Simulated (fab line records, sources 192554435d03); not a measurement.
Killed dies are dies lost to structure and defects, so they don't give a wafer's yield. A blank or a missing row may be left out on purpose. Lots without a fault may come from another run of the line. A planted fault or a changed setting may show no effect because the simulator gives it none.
Which tool did it? | flow n5_finfet | 9 lots, 27 wafers sampled, at 5 steps of a route of 1938

WHAT THE GAUGES READ, wafer by wafer
N5_MOL_CONTACT_COAG_OVL_MEAS_09. Usual: CA_OVL -0.2 nm, standard deviation 0.83.
lot  | measured     | on         | CA_OVL (nm)    | flag
L516 | day 4 19:08  | overlay-02 | -0.2 -0.2 -0.6 |
L519 | day 5 09:34  | overlay-02 | -0.6 -1.1 -1.8 |
L524 | day 6 21:29  | overlay-01 | -0.6 0.0 -0.5  |
L526 | day 7 05:47  | overlay-02 | 0.5 0.6 0.8    |
L528 | day 7 16:40  | overlay-01 | -0.8 -1.9 -0.1 |
L527 | day 7 20:50  | overlay-01 | -0.4 0.6 -0.7  |
L535 | day 9 09:29  | overlay-01 | 0.8 0.0 0.6    |
L537 | day 9 22:21  | overlay-01 | 0.4 0.9 -1.4   |
L539 | day 10 14:49 | overlay-02 | 0.4 -0.3 0.0   |

N5_BEOL_M4_RC_MEAS_101. Usual: DIBL_N 36.5 mV/V, standard deviation 2; DIBL_P 36.5 mV/V, standard deviation 2.3; IOFF_N 0.16 nA/um, standard deviation 0.036; IOFF_P 0.21 nA/um, standard deviation 0.037; ION_N 672 uA/um, standard deviation 12; ION_P 459 uA/um, standard deviation 7.1; SS_N 71.6 mV/dec, standard deviation 0.73; SS_P 73.4 mV/dec, standard deviation 0.76; VT_N 250 mV, standard deviation 3.3; VT_P -250.5 mV, standard deviation 2.9.
lot  | measured     | on        | DIBL_N (mV/V)  | DIBL_P (mV/V)  | IOFF_N (nA/um) | IOFF_P (nA/um) | ION_N (uA/um) | ION_P (uA/um) | SS_N (mV/dec)  | SS_P (mV/dec)  | VT_N (mV)   | VT_P (mV)            | flag
L516 | day 8 14:59  | prober-02 | 31.8 33.0 34.4 | 34.0 34.7 37.4 | 0.12 0.13 0.16 | 0.17 0.17 0.20 | 671 659 675   | 462 450 461   | 71.2 70.6 70.9 | 72.4 72.4 73.5 | 252 254 250 | -250.3 -253.8 -249.8 |
L519 | day 8 21:33  | prober-02 | 36.7 34.8 35.7 | 36.7 35.0 36.1 | 0.18 0.14 0.16 | 0.21 0.19 0.20 | 680 679 670   | 458 463 464   | 71.9 71.4 71.3 | 73.9 73.4 73.5 | 246 251 249 | -251.4 -252.9 -251.7 |
L524 | day 10 11:02 | prober-01 | 36.7 34.2 36.2 | 35.7 33.3 34.5 | 0.15 0.12 0.14 | 0.18 0.16 0.16 | 671 661 666   | 459 451 449   | 70.9 70.6 70.7 | 73.6 72.8 73.2 | 249 252 250 | -253.2 -255.7 -253.0 |
L526 | day 10 13:52 | prober-01 | 34.3 33.8 31.9 | 35.4 33.2 32.0 | 0.13 0.11 0.10 | 0.20 0.16 0.16 | 664 630 658   | 462 439 459   | 71.3 72.2 71.1 | 72.5 72.7 72.3 | 253 259 255 | -249.4 -255.7 -251.8 |
L528 | day 11 17:28 | prober-01 | 38.3 39.4 38.6 | 36.9 37.9 37.6 | 0.19 0.24 0.21 | 0.25 0.27 0.26 | 685 694 680   | 463 465 462   | 71.7 72.8 72.3 | 74.4 74.5 74.3 | 245 243 247 | -248.9 -247.8 -248.1 |
L527 | day 11 20:26 | prober-02 | 36.6 37.1 34.2 | 37.2 38.2 34.3 | 0.17 0.18 0.12 | 0.23 0.26 0.18 | 676 684 663   | 463 472 460   | 71.1 71.7 70.6 | 73.9 74.3 72.4 | 250 246 255 | -246.2 -246.0 -249.6 |
L535 | day 13 08:45 | prober-02 | 36.0 32.4 38.2 | 36.4 33.5 40.1 | 0.16 0.12 0.22 | 0.20 0.16 0.26 | 654 668 693   | 452 463 474   | 72.2 70.2 72.2 | 73.7 72.5 73.2 | 251 250 244 | -253.1 -252.6 -248.4 |
L537 | day 13 09:34 | prober-01 | 39.5 36.8 34.2 | 41.0 37.8 34.2 | 0.23 0.18 0.12 | 0.29 0.24 0.17 | 697 688 664   | 475 464 459   | 71.6 71.4 71.0 | 74.7 73.5 72.8 | 243 246 254 | -246.4 -246.8 -250.7 |
L539 | day 14 20:04 | prober-01 | 38.1 39.1 38.8 | 40.2 40.6 41.3 | 0.19 0.22 0.21 | 0.21 0.23 0.23 | 671 682 675   | 457 457 456   | 71.6 72.8 72.4 | 75.2 74.2 74.7 | 249 246 248 | -250.8 -251.5 -248.9 |

WHICH TOOL RAN EACH LOT (tool, then ch and the chambers of the sampled wafers, then the start)
lot  | N5_MOL_CONTACT_COAG_DESCUM_13     | N5_MOL_CONTACT_COAG_ETCH_110      | N5_MOL_CONTACT_COAG_ANNEAL_113
L516 | rie_diel-01 ch 0,1,3, day 4 19:13 | rie_diel-01 ch 0,1,3, day 4 19:29 | rtp_anneal-01 ch 0, day 4 22:57
L519 | rie_diel-01 ch 0,1, day 5 10:02   | rie_diel-01 ch 0,1, day 5 10:18   | rtp_anneal-01 ch 0, day 5 14:07
L524 | rie_diel-01 ch 0,1, day 6 21:34   | rie_diel-01 ch 0,1, day 6 21:51   | rtp_anneal-01 ch 0, day 7 01:16
L526 | rie_diel-06 ch 0,1, day 7 06:04   | rie_diel-06 ch 0,1, day 7 06:20   | rtp_anneal-02 ch 0, day 7 10:12
L528 | rie_diel-01 ch 1,3, day 7 16:45   | rie_diel-01 ch 1,3, day 7 17:01   | rtp_anneal-02 ch 0, day 7 23:50
L527 | rie_diel-05 ch 0,3, day 7 20:55   | rie_diel-05 ch 0,3, day 7 21:12   | rtp_anneal-02 ch 0, day 8 01:22
L535 | rie_diel-05 ch 1,2,3, day 9 09:34 | rie_diel-05 ch 1,2,3, day 9 09:51 | rtp_anneal-02 ch 0, day 9 13:23
L537 | rie_diel-06 ch 0,3, day 9 23:12   | rie_diel-06 ch 0,3, day 9 23:29   | rtp_anneal-01 ch 0, day 10 03:57
L539 | rie_diel-06 ch 1,3, day 10 14:55  | rie_diel-06 ch 1,3, day 10 15:12  | rtp_anneal-02 ch 0, day 10 20:07
- N5_MOL_CONTACT_COAG_DESCUM_13: chemistry O2, time 7 s.
- N5_MOL_CONTACT_COAG_ETCH_110: etches Si in CF4/O2, target depth 2.5 nm, time 8 s.
- N5_MOL_CONTACT_COAG_ANNEAL_113: time 300 s.

WHAT THE TOOLS THEMSELVES READ (means of the sampled wafers that have a number; where no wafer has one, the mark that the record gives instead)
N5_MOL_CONTACT_COAG_DESCUM_13. Usual: chamber_pressure_mTorr 20.001 mTorr, standard deviation 0.015; drypump_motor_current_A 5.8 A, standard deviation 0.6; oes_product_au 0.77 a.u., standard deviation 0.077; rf_vpp_V 242.8 V, standard deviation 1.2; showerhead_plenum_p_Torr 2.07 Torr, standard deviation 0.066; throttle_valve_pct 20.40 %, standard deviation 0.21.
lot  | tool        | chamber_pressure_mTorr (mTorr) | drypump_motor_current_A (A) | oes_product_au (a.u.) | rf_vpp_V (V) | showerhead_plenum_p_Torr (Torr) | throttle_valve_pct (%) | flag
L516 | rie_diel-01 | 19.989                         | 5.8                         | 0.72                  | 242.0        | 2.07                            | 20.36                  |
L519 | rie_diel-01 | 20.012                         | 5.6                         | 0.73                  | 242.6        | 2.05                            | 20.48                  |
L524 | rie_diel-01 | 19.992                         | 5.9                         | 0.70                  | 241.9        | 2.01                            | 20.35                  |
L526 | rie_diel-06 | 19.985                         | 6.2                         | 0.72                  | 242.6        | 2.07                            | 20.62                  |
L528 | rie_diel-01 | 20.000                         | 5.5                         | 0.72                  | 243.0        | 2.10                            | 20.53                  |
L527 | rie_diel-05 | 20.008                         | 5.7                         | 0.69                  | 243.0        | 2.11                            | 20.55                  |
L535 | rie_diel-05 | 20.005                         | 6.1                         | 0.77                  | 243.3        | 2.04                            | 20.54                  |
L537 | rie_diel-06 | 20.003                         | 5.9                         | 0.73                  | 242.4        | 2.01                            | 20.57                  |
L539 | rie_diel-06 | 19.985                         | 5.5                         | 0.88                  | 242.1        | 2.10                            | 20.21                  |

N5_MOL_CONTACT_COAG_ETCH_110. Usual: chamber_pressure_mTorr 99.99 mTorr, standard deviation 0.081; drypump_motor_current_A 5.8 A, standard deviation 0.59; oes_f_703_au 0.78 a.u., standard deviation 0.071; oes_product_au 0.77 a.u., standard deviation 0.075; rf_fwd_power_W 198.2 W, standard deviation 0.84; rf_vpp_V 126.4 V, standard deviation 2.3; showerhead_plenum_p_Torr 2.20 Torr, standard deviation 0.061; throttle_valve_pct 10.75 %, standard deviation 0.23.
lot  | tool        | chamber_pressure_mTorr (mTorr) | drypump_motor_current_A (A) | oes_f_703_au (a.u.) | oes_product_au (a.u.) | rf_fwd_power_W (W) | rf_vpp_V (V) | showerhead_plenum_p_Torr (Torr) | throttle_valve_pct (%) | flag
L516 | rie_diel-01 | 100.02                         | 5.8                         | 0.74                | 0.72                  | 198.4              | 126.0        | 2.20                            | 10.88                  |
L519 | rie_diel-01 | 100.02                         | 5.6                         | 0.75                | 0.74                  | 197.3              | 126.1        | 2.18                            | 10.88                  |
L524 | rie_diel-01 | 100.00                         | 5.9                         | 1.00                | 0.80                  | 245.3              | 110.7        | 2.14                            | 10.87                  | OFF
L526 | rie_diel-06 | 100.06                         | 6.2                         | 0.73                | 0.72                  | 197.5              | 123.5        | 2.18                            | 10.94                  |
L528 | rie_diel-01 | 99.93                          | 5.5                         | 1.01                | 0.82                  | 245.6              | 111.0        | 2.23                            | 11.00                  | OFF
L527 | rie_diel-05 | 100.00                         | 5.8                         | 0.70                | 0.69                  | 198.4              | 127.5        | 2.23                            | 10.95                  |
L535 | rie_diel-05 | 99.93                          | 6.1                         | 0.78                | 0.78                  | 198.5              | 125.7        | 2.17                            | 10.83                  |
L537 | rie_diel-06 | 100.10                         | 5.9                         | 0.76                | 0.73                  | 198.8              | 123.5        | 2.13                            | 10.89                  |
L539 | rie_diel-06 | 100.01                         | 5.5                         | 0.87                | 0.87                  | 198.2              | 125.2        | 2.22                            | 10.42                  |

N5_MOL_CONTACT_COAG_ANNEAL_113. Usual: lamp_power_pct 2.65 %, standard deviation 0.09; lamp_zone_1_pct 2.65 %, standard deviation 0.09; wafer_temp_C_max 402.8, standard deviation 0.98.
lot  | tool          | lamp_power_pct (%) | lamp_zone_1_pct (%) | wafer_temp_C_max | flag
L516 | rtp_anneal-01 | 2.54               | 2.54                | 401.9            |
L519 | rtp_anneal-01 | 2.54               | 2.54                | 401.8            |
L524 | rtp_anneal-01 | 2.54               | 2.54                | 402.1            |
L526 | rtp_anneal-02 | 2.73               | 2.72                | 403.3            |
L528 | rtp_anneal-02 | 2.73               | 2.73                | 403.1            |
L527 | rtp_anneal-02 | 2.73               | 2.73                | 403.4            |
L535 | rtp_anneal-02 | 2.73               | 2.73                | 403.4            |
L537 | rtp_anneal-01 | 2.54               | 2.54                | 401.9            |
L539 | rtp_anneal-02 | 2.72               | 2.72                | 403.0            |

THE ANSWER, worked out from the rows above alone
Rule: a lot is off if the mean of its wafers that have a number lies more than 3 standard deviations from the usual mean. A lot without any number at a reading at which 4 lots or more have one is off too. The other lots that the step has rows for count as sound. The gauges are gone through in route order, then the tools' own readings, and for those a lot's mean is taken as printed above. The first step at which some lot is off is used, and at that step the reading that is off furthest; a lot without a number counts as furthest.
Off: L524, L528, at N5_MOL_CONTACT_COAG_ETCH_110 (rf_fwd_power_W).
A tool fits if, at that step or a process step before it, it ran every lot that is off, and no sound lot after the first of them. One fits: rie_diel-01 at N5_MOL_CONTACT_COAG_DESCUM_13 and N5_MOL_CONTACT_COAG_ETCH_110. At N5_MOL_CONTACT_COAG_DESCUM_13 its last sound lot is L519 (day 5 10:02), its first lot that is off L524 (day 6 21:34): a fault that began between those two fits.

WHAT THE SIMULATOR HAD PUT IN
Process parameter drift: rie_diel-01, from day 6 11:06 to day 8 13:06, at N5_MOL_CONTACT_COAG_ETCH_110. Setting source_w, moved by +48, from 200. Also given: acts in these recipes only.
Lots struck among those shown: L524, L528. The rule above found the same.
